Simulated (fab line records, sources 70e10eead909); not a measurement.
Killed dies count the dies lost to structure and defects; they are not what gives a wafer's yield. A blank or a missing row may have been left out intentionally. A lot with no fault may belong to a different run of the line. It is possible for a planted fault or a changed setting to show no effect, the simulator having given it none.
Matching of chambers -- flow nand-harc -- rie-diel-08 running NHARC_P_BONDPAD_ETCH_24: 4 sister chambers
The step etches the open film in CF4/N2, target depth 30 nm, time 72.99 s. 14 wafers are shown with their chamber, then 7 later ones without.

## WAFERS WITH THEIR CHAMBER
wafer,chamber,showerhead-plenum-p-Torr (Torr),rf-vpp-V (V),oes-product-au (a.u.)
L635.1,2,2.51,313.2,1.007
L635.4,3,2.64,313.9,0.998
L635.6,2,2.51,311.1,0.998
L637.4,2,2.51,311.7,1.000
L637.5,0,2.45,311.2,1.011
L637.6,1,2.78,317.7,1.030
L643.1,1,2.78,316.5,1.018
L643.2,0,2.45,310.0,1.005
L643.6,0,2.45,311.1,1.001
L642.1,3,2.63,314.4,1.004
L642.2,2,2.50,311.3,0.995
L642.3,1,2.78,315.2,1.006
L650.1,1,2.78,316.9,1.010
L650.3,0,2.45,310.2,1.002

SIGNATURES (means of the wafers above)
reading,chamber 0,chamber 1,chamber 2,chamber 3,scatter within a chamber
showerhead-plenum-p-Torr,2.4500,2.7800,2.5075,2.6350,0.00354
rf-vpp-V,310.625,316.575,311.825,314.150,0.85
oes-product-au,1.00475,1.01600,1.00000,1.00100,0.00702
Rule: for a wafer and a chamber, the distance is found by dividing, reading by reading, the gap between the wafer's reading and the chamber's mean by the reading's scatter, squaring, summing and taking the root. The wafer belongs to the nearest chamber; if the next one is less than 2 further off, it can't be placed. The scatter: take each reading less its chamber's mean, square it, sum over the shown wafers, divide by the number of wafers less the number of chambers, and take the root.

## WAFERS WHOSE CHAMBER IS MISSING
wafer,showerhead-plenum-p-Torr (Torr),rf-vpp-V (V),oes-product-au (a.u.)
L650.5,2.50,312.7,1.002
L654.1,2.78,315.6,1.017
L654.3,2.45,310.8,0.992
L654.4,2.63,314.1,1.005
L655.3,2.63,314.4,0.993
L655.4,2.50,312.6,0.998
L655.6,2.44,312.3,0.993

## EACH ONE'S CHAMBER
wafer,from the rows above,in truth
L650.5,2,2
L654.1,1,1
L654.3,0,0
L654.4,3,3
L655.3,3,3
L655.4,2,2
L655.6,0,0
Correctly placed: 7 of 7. Left unplaced by these rows: 0. Placed wrongly: 0.
